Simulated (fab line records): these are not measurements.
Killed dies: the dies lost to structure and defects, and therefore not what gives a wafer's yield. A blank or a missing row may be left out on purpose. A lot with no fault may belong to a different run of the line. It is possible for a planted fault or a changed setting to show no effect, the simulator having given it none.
Matching of chambers || flow n5 finfet || N5_BEOL_M5_ILD_DEP_00 on pecvd-03: 3 sister chambers
The step deposits SiCOH lowk from DEMS/porogen, target thk 140.64 nm, time 25.9 s. 14 wafers are shown with their chamber, then 7 later ones without.

== WAFERS WITH THEIR CHAMBER ==
{"wafer": "L898.2", "chamber": 2, "heater power w (W)": 326, "throttle valve pct (%)": 13.3, "showerhead plenum p Torr (Torr)": 5.768}
{"wafer": "L898.5", "chamber": 2, "heater power w (W)": 329, "throttle valve pct (%)": 13.5, "showerhead plenum p Torr (Torr)": 5.762}
{"wafer": "L898.6", "chamber": 1, "heater power w (W)": 254, "throttle valve pct (%)": 14.5, "showerhead plenum p Torr (Torr)": 5.734}
{"wafer": "L904.1", "chamber": 0, "heater power w (W)": 218, "throttle valve pct (%)": 14.4, "showerhead plenum p Torr (Torr)": 5.726}
{"wafer": "L904.3", "chamber": 1, "heater power w (W)": 269, "throttle valve pct (%)": 14.1, "showerhead plenum p Torr (Torr)": 5.738}
{"wafer": "L904.6", "chamber": 0, "heater power w (W)": 220, "throttle valve pct (%)": 13.9, "showerhead plenum p Torr (Torr)": 5.721}
{"wafer": "L905.1", "chamber": 2, "heater power w (W)": 367, "throttle valve pct (%)": 13.4, "showerhead plenum p Torr (Torr)": 5.762}
{"wafer": "L905.2", "chamber": 0, "heater power w (W)": 225, "throttle valve pct (%)": 14.2, "showerhead plenum p Torr (Torr)": 5.733}
{"wafer": "L905.5", "chamber": 2, "heater power w (W)": 381, "throttle valve pct (%)": 13.3, "showerhead plenum p Torr (Torr)": 5.761}
{"wafer": "L909.1", "chamber": 2, "heater power w (W)": 339, "throttle valve pct (%)": 13.4, "showerhead plenum p Torr (Torr)": 5.764}
{"wafer": "L909.2", "chamber": 0, "heater power w (W)": 229, "throttle valve pct (%)": 14.0, "showerhead plenum p Torr (Torr)": 5.751}
{"wafer": "L909.6", "chamber": 1, "heater power w (W)": 257, "throttle valve pct (%)": 14.6, "showerhead plenum p Torr (Torr)": 5.751}
{"wafer": "L914.3", "chamber": 2, "heater power w (W)": 344, "throttle valve pct (%)": 13.2, "showerhead plenum p Torr (Torr)": 5.756}
{"wafer": "L914.5", "chamber": 0, "heater power w (W)": 191, "throttle valve pct (%)": 14.1, "showerhead plenum p Torr (Torr)": 5.746}

SIGNATURES (means of the wafers above)
{"reading": "heater power w", "chamber 0": 216.60, "chamber 1": 260.00, "chamber 2": 347.67, "scatter within a chamber": 17.6}
{"reading": "throttle valve pct", "chamber 0": 14.120, "chamber 1": 14.400, "chamber 2": 13.350, "scatter within a chamber": 0.177}
{"reading": "showerhead plenum p Torr", "chamber 0": 5.73540, "chamber 1": 5.74100, "chamber 2": 5.76217, "scatter within a chamber": 0.00901}
Rule: distance of a wafer from a chamber = root of the sum over the readings of ((wafer's reading minus chamber's mean) / reading's scatter) squared. The wafer belongs to the nearest chamber; if the next one is less than 2 further off, it can't be placed. The scatter is the square root of a quotient: the sum, over the shown wafers, of each reading's squared deviation from its chamber's mean, divided by wafers minus chambers.

== WAFERS WHOSE CHAMBER IS MISSING ==
{"wafer": "L914.6", "heater power w (W)": 219, "throttle valve pct (%)": 14.5, "showerhead plenum p Torr (Torr)": 5.744}
{"wafer": "L917.1", "heater power w (W)": 381, "throttle valve pct (%)": 13.5, "showerhead plenum p Torr (Torr)": 5.765}
{"wafer": "L917.3", "heater power w (W)": 207, "throttle valve pct (%)": 14.0, "showerhead plenum p Torr (Torr)": 5.719}
{"wafer": "L917.6", "heater power w (W)": 306, "throttle valve pct (%)": 13.3, "showerhead plenum p Torr (Torr)": 5.768}
{"wafer": "L919.2", "heater power w (W)": 313, "throttle valve pct (%)": 13.6, "showerhead plenum p Torr (Torr)": 5.776}
{"wafer": "L919.3", "heater power w (W)": 225, "throttle valve pct (%)": 14.7, "showerhead plenum p Torr (Torr)": 5.725}
{"wafer": "L919.6", "heater power w (W)": 231, "throttle valve pct (%)": 14.1, "showerhead plenum p Torr (Torr)": 5.742}

== WHICH CHAMBER EACH WENT THROUGH ==
{"wafer": "L914.6", "from the rows above": "can't be placed: 0 or 1", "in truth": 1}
{"wafer": "L917.1", "from the rows above": 2, "in truth": 2}
{"wafer": "L917.3", "from the rows above": 0, "in truth": 0}
{"wafer": "L917.6", "from the rows above": 2, "in truth": 2}
{"wafer": "L919.2", "from the rows above": 2, "in truth": 2}
{"wafer": "L919.3", "from the rows above": "can't be placed: 1 or 0", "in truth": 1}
{"wafer": "L919.6", "from the rows above": "can't be placed: 0 or 1", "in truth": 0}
Correctly placed: 4 of 7. Can't be placed from these rows: 3 (the true chamber is among the candidates in 3). Placed wrongly: 0.
